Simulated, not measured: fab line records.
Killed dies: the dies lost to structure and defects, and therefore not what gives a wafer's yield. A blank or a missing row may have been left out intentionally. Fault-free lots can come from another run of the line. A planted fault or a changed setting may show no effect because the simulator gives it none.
Chamber matching	flow n5Finfet	4 sister chambers for N5_MOL_CONTACT_COAG_ETCHBACK_135 on rieDiel-04
The step etches SiO2 in CHF3, target depth 25 nm, time 16.7 s. 4 wafers are shown with their chamber, then 7 later ones without.

## WAFERS WITH THEIR CHAMBER
wafer	chamber	rfVppV (V)
L078.4	3	537
L090.2	0	493
L091.4	1	508
L092.5	2	554

## WAFERS WHOSE CHAMBER IS MISSING
wafer	rfVppV (V)
L092.6	555
L095.1	551
L095.3	553
L095.6	552
L096.1	552
L096.5	553
L096.6	534

## WHICH CHAMBER EACH ONE RAN IN
wafer	from the rows above	in truth
L092.6	2	2
L095.1	2	2
L095.3	2	2
L095.6	2	2
L096.1	2	2
L096.5	2	2
L096.6	3	3
Placed correctly: 7 of 7. Not placeable from these rows: 0. 0 placed wrongly.
How it was worked out, from the rows above alone: a wafer's distance from a chamber is the root of the sum, over the readings, of the square of ((its reading less the chamber's mean) divided by the reading's scatter). The wafer belongs to the nearest chamber; if the next one is less than 2 further off, it can't be placed. For every chamber, the mean is computed from those of its wafers that are shown. The scatter: root of mean squared gap, hidden wafer to nearest shown wafer, with one shown wafer a chamber.
